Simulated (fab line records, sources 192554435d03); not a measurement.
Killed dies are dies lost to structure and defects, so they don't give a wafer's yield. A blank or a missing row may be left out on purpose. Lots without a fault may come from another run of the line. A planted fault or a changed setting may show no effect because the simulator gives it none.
Which tool did it? | flow n5_finfet | 24 lots, 72 wafers sampled, at 6 steps of a route of 1938

WHAT THE GAUGES READ, wafer by wafer
N5_BEOL_M10_CD_MEAS_28: target cd 70 nm. Usual: cd_nm 69.6 nm, standard deviation 0.82.
lot  | measured     | on        | cd_nm (nm)     | flag
L074 | day 9 19:45  | cd_sem-03 | 70.1 69.1 70.6 |
L076 | day 10 03:45 | cd_sem-01 | 70.5 69.9 69.7 |
L075 | day 10 03:55 | cd_sem-03 | 68.9 71.6 70.7 |
L077 | day 10 11:26 | cd_sem-03 | 69.5 68.8 67.1 |
L078 | day 10 21:27 | cd_sem-02 | 70.1 68.9 69.9 |
L079 | day 11 11:50 | cd_sem-01 | 71.1 69.3 70.6 |
L080 | day 11 11:40 | cd_sem-02 | 70.0 70.6 69.4 |
L081 | day 11 23:52 | cd_sem-03 | 68.6 69.1 68.1 |
L082 | day 12 06:55 | cd_sem-02 | 69.3 69.6 68.6 |
L083 | day 12 07:05 | cd_sem-01 | 69.6 69.2 69.5 |
L084 | day 12 10:14 | cd_sem-01 | 69.5 68.3 69.7 |
L085 | day 13 06:54 | cd_sem-01 | 69.6 68.9 69.0 |
L087 | day 13 09:55 | cd_sem-03 | 69.7 70.2 69.8 |
L089 | day 13 14:08 | cd_sem-02 | 71.0 72.0 70.9 |
L086 | day 13 13:58 | cd_sem-03 | 70.6 70.1 69.9 |
L088 | day 14 13:19 | cd_sem-02 | 69.4 69.4 69.4 |
L090 | day 14 16:08 | cd_sem-02 | 69.4 70.1 69.6 |
L091 | day 14 20:42 | cd_sem-01 | 69.9 70.3 69.4 |
L092 | day 14 20:32 | cd_sem-01 | 68.7 68.7 69.4 |
L093 | day 15 15:33 | cd_sem-02 | 69.9 70.3 69.1 |
L094 | day 15 19:17 | cd_sem-01 | 69.3 68.8 69.5 |
L097 | day 15 22:16 | cd_sem-03 | 71.0 69.8 71.3 |
L095 | day 16 02:19 | cd_sem-02 | 70.2 70.1 69.8 |
L096 | day 16 02:09 | cd_sem-02 | 69.2 69.5 68.9 |

N5_BEOL_M10_RS_MEAS_57: measures by four-point-probe. Usual: M10_RS 0.151 ohm/sq, standard deviation 0.0037.
lot  | measured     | on            | M10_RS (ohm/sq)   | flag
L074 | day 9 22:50  | film_metro-02 | 0.154 0.154 0.154 |
L076 | day 10 06:35 | film_metro-01 | 0.148 0.155 0.150 |
L075 | day 10 08:34 | film_metro-01 | 0.152 0.150 0.148 |
L077 | day 10 14:50 | film_metro-01 | 0.153 0.151 0.152 |
L078 | day 11 03:16 | film_metro-02 | 0.151 0.151 0.152 |
L079 | day 11 15:16 | film_metro-02 | 0.156 0.147 0.155 |
L080 | day 11 14:44 | film_metro-02 | 0.150 0.152 0.157 |
L081 | day 12 03:17 | film_metro-02 | 0.160 0.154 0.154 |
L082 | day 12 11:35 | film_metro-01 | 0.150 0.154 0.148 |
L083 | day 12 11:51 | film_metro-01 | 0.147 0.148 0.156 |
L084 | day 12 13:01 | film_metro-02 | 0.153 0.149 0.149 |
L085 | day 13 09:46 | film_metro-01 | 0.145 0.148 0.146 |
L087 | day 13 13:37 | film_metro-01 | 0.148 0.148 0.148 |
L089 | day 13 17:16 | film_metro-01 | 0.151 0.147 0.147 |
L086 | day 13 16:49 | film_metro-01 | 0.155 0.148 0.148 |
L088 | day 14 17:22 | film_metro-02 | 0.152 0.153 0.149 |
L090 | day 14 19:23 | film_metro-02 | 0.146 0.145 0.147 |
L091 | day 15 00:14 | film_metro-01 | 0.146 0.152 0.155 |
L092 | day 14 23:53 | film_metro-02 | 0.146 0.145 0.147 |
L093 | day 15 19:30 | film_metro-01 | 0.154 0.149 0.150 |
L094 | day 15 23:34 | film_metro-01 | 0.148 0.147 0.147 |
L097 | day 16 01:08 | film_metro-01 | 0.149 0.149 0.146 |
L095 | day 16 05:40 | film_metro-02 | 0.151 0.148 0.143 |
L096 | day 16 05:21 | film_metro-01 | 0.146 0.147 0.146 |

WHICH TOOL RAN EACH LOT (tool, then ch and the chambers of the sampled wafers, then the start)
lot  | N5_BEOL_M9_DEGAS_44          | N5_BEOL_M9_PRE_CLEAN_45      | N5_BEOL_M10_ETCH_61                | N5_BEOL_M10_STRIP_67
L074 | pvd_sputter-01, day 9 14:40  | pvd_sputter-01, day 9 14:42  | rie_diel-03 ch 0,1,3, day 9 18:44  | rie_diel-03 ch 0,1,3, day 9 18:56
L076 | pvd_sputter-03, day 9 20:11  | pvd_sputter-03, day 9 20:13  | rie_diel-05 ch 0,3, day 10 01:52   | rie_diel-05 ch 0,3, day 10 02:04
L075 | pvd_sputter-03, day 9 20:42  | pvd_sputter-03, day 9 20:44  | rie_diel-04 ch 1,2,3, day 10 01:58 | rie_diel-04 ch 1,2,3, day 10 02:10
L077 | pvd_sputter-03, day 10 04:46 | pvd_sputter-03, day 10 04:48 | rie_diel-05 ch 0,1,3, day 10 08:29 | rie_diel-05 ch 0,1,3, day 10 08:41
L078 | pvd_sputter-03, day 10 15:49 | pvd_sputter-03, day 10 15:52 | rie_diel-04 ch 0,3, day 10 19:30   | rie_diel-04 ch 0,3, day 10 19:42
L079 | pvd_sputter-01, day 10 22:33 | pvd_sputter-01, day 10 22:35 | rie_diel-05 ch 1,2,3, day 11 06:54 | rie_diel-05 ch 1,2,3, day 11 07:05
L080 | pvd_sputter-02, day 11 02:51 | pvd_sputter-02, day 11 02:53 | rie_diel-03 ch 0,2,3, day 11 10:22 | rie_diel-03 ch 0,2,3, day 11 10:33
L081 | pvd_sputter-02, day 11 12:56 | pvd_sputter-02, day 11 12:59 | rie_diel-05 ch 1,2, day 11 21:00   | rie_diel-05 ch 1,2, day 11 21:12
L082 | pvd_sputter-01, day 12 00:46 | pvd_sputter-01, day 12 00:49 | rie_diel-05 ch 1,2,3, day 12 04:28 | rie_diel-05 ch 1,2,3, day 12 04:40
L083 | pvd_sputter-01, day 12 01:11 | pvd_sputter-01, day 12 01:14 | rie_diel-04 ch 0,1, day 12 06:13   | rie_diel-04 ch 0,1, day 12 06:24
L084 | pvd_sputter-01, day 12 01:19 | pvd_sputter-01, day 12 01:21 | rie_diel-04 ch 0,1,3, day 12 07:51 | rie_diel-04 ch 0,1,3, day 12 08:02
L085 | pvd_sputter-02, day 12 22:17 | pvd_sputter-02, day 12 22:20 | rie_diel-03 ch 1,2, day 13 05:00   | rie_diel-03 ch 1,2, day 13 05:12
L087 | pvd_sputter-03, day 13 04:46 | pvd_sputter-03, day 13 04:48 | rie_diel-05 ch 0,1,2, day 13 08:31 | rie_diel-05 ch 0,1,2, day 13 08:43
L089 | pvd_sputter-03, day 13 08:16 | pvd_sputter-03, day 13 08:19 | rie_diel-04 ch 0,3, day 13 12:01   | rie_diel-04 ch 0,3, day 13 12:13
L086 | pvd_sputter-03, day 13 08:38 | pvd_sputter-03, day 13 08:40 | rie_diel-04 ch 0,2,3, day 13 12:49 | rie_diel-04 ch 0,2,3, day 13 13:01
L088 | pvd_sputter-03, day 14 04:43 | pvd_sputter-03, day 14 04:45 | rie_diel-03 ch 2,3, day 14 11:03   | rie_diel-03 ch 2,3, day 14 11:15
L090 | pvd_sputter-03, day 14 10:57 | pvd_sputter-03, day 14 10:59 | rie_diel-04 ch 0,1,2, day 14 15:04 | rie_diel-04 ch 0,1,2, day 14 15:16
L091 | pvd_sputter-02, day 14 14:23 | pvd_sputter-02, day 14 14:25 | rie_diel-03 ch 1,2,3, day 14 18:19 | rie_diel-03 ch 1,2,3, day 14 18:31
L092 | pvd_sputter-02, day 14 14:28 | pvd_sputter-02, day 14 14:30 | rie_diel-05 ch 0,2,3, day 14 18:41 | rie_diel-05 ch 0,2,3, day 14 18:52
L093 | pvd_sputter-03, day 15 08:49 | pvd_sputter-03, day 15 08:51 | rie_diel-04 ch 0,3, day 15 12:29   | rie_diel-04 ch 0,3, day 15 12:41
L094 | pvd_sputter-03, day 15 11:43 | pvd_sputter-03, day 15 11:45 | rie_diel-04 ch 1,2,3, day 15 17:01 | rie_diel-04 ch 1,2,3, day 15 17:13
L097 | pvd_sputter-03, day 15 16:44 | pvd_sputter-03, day 15 16:46 | rie_diel-04 ch 0,1,2, day 15 20:48 | rie_diel-04 ch 0,1,2, day 15 21:00
L095 | pvd_sputter-02, day 15 19:55 | pvd_sputter-02, day 15 19:58 | rie_diel-04 ch 0,1, day 15 23:56   | rie_diel-04 ch 0,1, day 16 00:08
L096 | pvd_sputter-02, day 15 20:00 | pvd_sputter-02, day 15 20:02 | rie_diel-05 ch 1,2, day 15 23:46   | rie_diel-05 ch 1,2, day 15 23:58
- N5_BEOL_M9_DEGAS_44: time 60 s.
- N5_BEOL_M9_PRE_CLEAN_45: time 30 s.
- N5_BEOL_M10_ETCH_61: etches SiARC in CF4, target depth 39 nm, time 65 s.
- N5_BEOL_M10_STRIP_67: strips in CF4.

WHAT THE TOOLS THEMSELVES READ (means of the sampled wafers that have a number; where no wafer has one, the mark that the record gives instead)
N5_BEOL_M9_DEGAS_44. Usual: heater_power_w 337 W, standard deviation 28.
lot  | tool           | heater_power_w (W) | flag
L074 | pvd_sputter-01 | 321                |
L076 | pvd_sputter-03 | 337                |
L075 | pvd_sputter-03 | 346                |
L077 | pvd_sputter-03 | 356                |
L078 | pvd_sputter-03 | 370                |
L079 | pvd_sputter-01 | 328                |
L080 | pvd_sputter-02 | 343                |
L081 | pvd_sputter-02 | 327                |
L082 | pvd_sputter-01 | 336                |
L083 | pvd_sputter-01 | 341                |
L084 | pvd_sputter-01 | 331                |
L085 | pvd_sputter-02 | 307                |
L087 | pvd_sputter-03 | 377                |
L089 | pvd_sputter-03 | 355                |
L086 | pvd_sputter-03 | 340                |
L088 | pvd_sputter-03 | 341                |
L090 | pvd_sputter-03 | 315                |
L091 | pvd_sputter-02 | 319                |
L092 | pvd_sputter-02 | 320                |
L093 | pvd_sputter-03 | 332                |
L094 | pvd_sputter-03 | 348                |
L097 | pvd_sputter-03 | 352                |
L095 | pvd_sputter-02 | 310                |
L096 | pvd_sputter-02 | 323                |

N5_BEOL_M9_PRE_CLEAN_45. Usual: heater_power_w 336 W, standard deviation 29.
lot  | tool           | heater_power_w (W) | flag
L074 | pvd_sputter-01 | 323                |
L076 | pvd_sputter-03 | 343                |
L075 | pvd_sputter-03 | 350                |
L077 | pvd_sputter-03 | 350                |
L078 | pvd_sputter-03 | 371                |
L079 | pvd_sputter-01 | 327                |
L080 | pvd_sputter-02 | 338                |
L081 | pvd_sputter-02 | 320                |
L082 | pvd_sputter-01 | 331                |
L083 | pvd_sputter-01 | 339                |
L084 | pvd_sputter-01 | 329                |
L085 | pvd_sputter-02 | 307                |
L087 | pvd_sputter-03 | 377                |
L089 | pvd_sputter-03 | 348                |
L086 | pvd_sputter-03 | 344                |
L088 | pvd_sputter-03 | 342                |
L090 | pvd_sputter-03 | 321                |
L091 | pvd_sputter-02 | 323                |
L092 | pvd_sputter-02 | 326                |
L093 | pvd_sputter-03 | 333                |
L094 | pvd_sputter-03 | 343                |
L097 | pvd_sputter-03 | 350                |
L095 | pvd_sputter-02 | 303                |
L096 | pvd_sputter-02 | 323                |

N5_BEOL_M10_ETCH_61. Usual: drypump_motor_current_A 6.0 A, standard deviation 0.46; etch_rf_on_time_s 64.9 s, standard deviation 1.6; oes_product_au 0.69 a.u., standard deviation 0.098; rf_vpp_V 184.1 V, standard deviation 1.2; showerhead_plenum_p_Torr 2.15 Torr, standard deviation 0.068; throttle_valve_pct 15.45 %, standard deviation 0.25.
lot  | tool        | drypump_motor_current_A (A) | etch_rf_on_time_s (s) | oes_product_au (a.u.) | rf_vpp_V (V) | showerhead_plenum_p_Torr (Torr) | throttle_valve_pct (%) | flag
L074 | rie_diel-03 | 5.8                         | 63.9                  | 0.69                  | 182.7        | 2.11                            | 15.57                  |
L076 | rie_diel-05 | 5.9                         | 66.2                  | 0.58                  | 183.6        | 2.08                            | 15.55                  |
L075 | rie_diel-04 | 6.2                         | 64.9                  | 0.61                  | 183.5        | 2.12                            | 15.61                  |
L077 | rie_diel-05 | 5.7                         | 65.8                  | 0.58                  | 184.4        | 2.11                            | 15.52                  |
L078 | rie_diel-04 | 6.4                         | 66.9                  | 0.60                  | 184.3        | 2.15                            | 15.47                  |
L079 | rie_diel-05 | 5.7                         | 64.6                  | 0.67                  | 184.8        | 2.20                            | 15.49                  |
L080 | rie_diel-03 | 5.6                         | 66.1                  | 0.63                  | 183.6        | 2.14                            | 15.85                  |
L081 | rie_diel-05 | 5.3                         | 65.3                  | 0.67                  | 184.1        | 2.17                            | 15.50                  |
L082 | rie_diel-05 | 5.7                         | 65.3                  | 0.66                  | 185.0        | 2.20                            | 15.50                  |
L083 | rie_diel-04 | 6.3                         | 64.5                  | 0.75                  | 184.9        | 2.19                            | 15.20                  |
L084 | rie_diel-04 | 6.3                         | 65.4                  | 0.68                  | 183.6        | 2.15                            | 15.33                  |
L085 | rie_diel-03 | 6.4                         | 62.6                  | 0.74                  | 183.6        | 2.11                            | 15.49                  |
L087 | rie_diel-05 | 5.6                         | 64.5                  | 0.73                  | 185.6        | 2.21                            | 15.37                  |
L089 | rie_diel-04 | 6.4                         | 66.9                  | 0.59                  | 184.3        | 2.15                            | 15.50                  |
L086 | rie_diel-04 | 6.3                         | 65.7                  | 0.68                  | 184.4        | 2.12                            | 15.50                  |
L088 | rie_diel-03 | 5.8                         | 64.5                  | 0.76                  | 185.7        | 2.15                            | 15.70                  |
L090 | rie_diel-04 | 6.3                         | 63.9                  | 0.80                  | 184.2        | 2.15                            | 15.22                  |
L091 | rie_diel-03 | 6.0                         | 63.2                  | 0.73                  | 183.2        | 2.12                            | 15.60                  |
L092 | rie_diel-05 | 6.0                         | 64.7                  | 0.78                  | 184.6        | 2.24                            | 15.19                  |
L093 | rie_diel-04 | 6.4                         | 66.0                  | 0.74                  | 184.2        | 2.14                            | 15.22                  |
L094 | rie_diel-04 | 6.2                         | 63.9                  | 0.73                  | 184.1        | 2.10                            | 15.37                  |
L097 | rie_diel-04 | 6.4                         | 63.9                  | 0.78                  | 183.6        | 2.15                            | 15.24                  |
L095 | rie_diel-04 | 6.4                         | 64.9                  | 0.78                  | 185.9        | 2.18                            | 15.08                  |
L096 | rie_diel-05 | 5.3                         | 64.1                  | 0.79                  | 183.6        | 2.16                            | 15.25                  |

N5_BEOL_M10_STRIP_67. Usual: drypump_motor_current_A 6.0 A, standard deviation 0.46; oes_product_au 0.81 a.u., standard deviation 0.11; rf_vpp_V 271.3 V, standard deviation 1.5; showerhead_plenum_p_Torr 1.80 Torr, standard deviation 0.057; throttle_valve_pct 13.44 %, standard deviation 0.26.
lot  | tool        | drypump_motor_current_A (A) | oes_product_au (a.u.) | rf_vpp_V (V) | showerhead_plenum_p_Torr (Torr) | throttle_valve_pct (%) | flag
L074 | rie_diel-03 | 5.8                         | 0.80                  | 270.0        | 1.77                            | 13.53                  |
L076 | rie_diel-05 | 6.0                         | 0.68                  | 269.2        | 1.74                            | 13.59                  |
L075 | rie_diel-04 | 6.2                         | 0.72                  | 269.9        | 1.78                            | 13.63                  |
L077 | rie_diel-05 | 5.7                         | 0.69                  | 271.9        | 1.77                            | 13.57                  |
L078 | rie_diel-04 | 6.4                         | 0.73                  | 271.9        | 1.80                            | 13.46                  |
L079 | rie_diel-05 | 5.7                         | 0.78                  | 272.7        | 1.84                            | 13.49                  |
L080 | rie_diel-03 | 5.6                         | 0.75                  | 270.8        | 1.79                            | 13.82                  |
L081 | rie_diel-05 | 5.3                         | 0.78                  | 271.1        | 1.83                            | 13.50                  |
L082 | rie_diel-05 | 5.7                         | 0.77                  | 272.3        | 1.84                            | 13.51                  |
L083 | rie_diel-04 | 6.3                         | 0.87                  | 272.4        | 1.83                            | 13.17                  |
L084 | rie_diel-04 | 6.2                         | 0.80                  | 272.2        | 1.79                            | 13.31                  |
L085 | rie_diel-03 | 6.4                         | 0.85                  | 270.8        | 1.77                            | 13.42                  |
L087 | rie_diel-05 | 5.6                         | 0.84                  | 272.5        | 1.86                            | 13.36                  |
L089 | rie_diel-04 | 6.4                         | 0.71                  | 271.1        | 1.80                            | 13.53                  |
L086 | rie_diel-04 | 6.4                         | 0.80                  | 271.1        | 1.78                            | 13.49                  |
L088 | rie_diel-03 | 5.8                         | 0.89                  | 272.3        | 1.80                            | 13.60                  |
L090 | rie_diel-04 | 6.4                         | 0.93                  | 271.3        | 1.80                            | 13.19                  |
L091 | rie_diel-03 | 6.0                         | 0.84                  | 270.5        | 1.77                            | 13.55                  |
L092 | rie_diel-05 | 5.9                         | 0.91                  | 273.4        | 1.88                            | 13.16                  |
L093 | rie_diel-04 | 6.4                         | 0.87                  | 270.8        | 1.79                            | 13.19                  |
L094 | rie_diel-04 | 6.2                         | 0.84                  | 269.7        | 1.76                            | 13.34                  |
L097 | rie_diel-04 | 6.3                         | 0.89                  | 271.2        | 1.80                            | 13.20                  |
L095 | rie_diel-04 | 6.3                         | 0.91                  | 271.9        | 1.82                            | 13.05                  |
L096 | rie_diel-05 | 5.3                         | 0.91                  | 271.8        | 1.81                            | 13.21                  |

THE ANSWER, worked out from the rows above alone
Rule: a lot is off if the mean of its wafers that have a number lies more than 3 standard deviations from the usual mean. A lot without any number at a reading at which 4 lots or more have one is off too. The other lots that the step has rows for count as sound. The gauges are gone through in route order, then the tools' own readings, and for those a lot's mean is taken as printed above. The first step at which some lot is off is used, and at that step the reading that is off furthest; a lot without a number counts as furthest.
No lot is off at any reading shown: from this, nothing can be told.

WHAT THE SIMULATOR HAD PUT IN
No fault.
